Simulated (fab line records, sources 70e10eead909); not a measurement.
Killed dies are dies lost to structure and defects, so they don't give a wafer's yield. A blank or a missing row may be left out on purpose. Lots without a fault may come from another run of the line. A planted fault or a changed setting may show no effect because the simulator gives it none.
Chamber matching | flow nand_harc | NHARC_P_GATE_STRIP_101 on rie_diel-02: 4 sister chambers
The step strips in O2, time 20 s. 8 wafers are shown with their chamber, then 7 later ones without.

WAFERS WITH THEIR CHAMBER
wafer  | chamber | drypump_motor_current_A (A) | showerhead_plenum_p_Torr (Torr)
L076.5 | 3       | 6.2                         | 3.56
L078.6 | 1       | 6.0                         | 3.68
L087.1 | 2       | 5.9                         | 3.41
L085.1 | 2       | 5.9                         | 3.41
L085.4 | 3       | 6.2                         | 3.55
L085.6 | 0       | 5.1                         | 3.56
L089.1 | 0       | 5.0                         | 3.56
L089.3 | 1       | 6.0                         | 3.66

WAFERS WITHOUT THEIR CHAMBER
wafer  | drypump_motor_current_A (A) | showerhead_plenum_p_Torr (Torr)
L089.6 | 5.9                         | 3.40
L093.1 | 5.1                         | 3.56
L093.3 | 6.2                         | 3.54
L093.6 | 6.0                         | 3.66
L094.2 | 5.1                         | 3.55
L094.4 | 6.2                         | 3.54
L094.5 | 5.0                         | 3.55

WHICH CHAMBER EACH WENT THROUGH
wafer  | from the rows above | in truth
L089.6 | 2                   | 2
L093.1 | 0                   | 0
L093.3 | 3                   | 3
L093.6 | 1                   | 1
L094.2 | 0                   | 0
L094.4 | 3                   | 3
L094.5 | 0                   | 0
Placed correctly: 7 of 7. Can't be placed from these rows: 0. Placed wrongly: 0.
How it was worked out, from the rows above alone: a wafer's distance from a chamber is the root of the sum, over the readings, of the square of ((its reading less the chamber's mean) divided by the reading's scatter). The wafer belongs to the nearest chamber; if the next one is less than 2 further off, it can't be placed. A chamber's mean is the mean of its shown wafers. The scatter: the root of (the sum of the squares of (reading less its chamber's mean) over the shown wafers, divided by (wafers less chambers)).
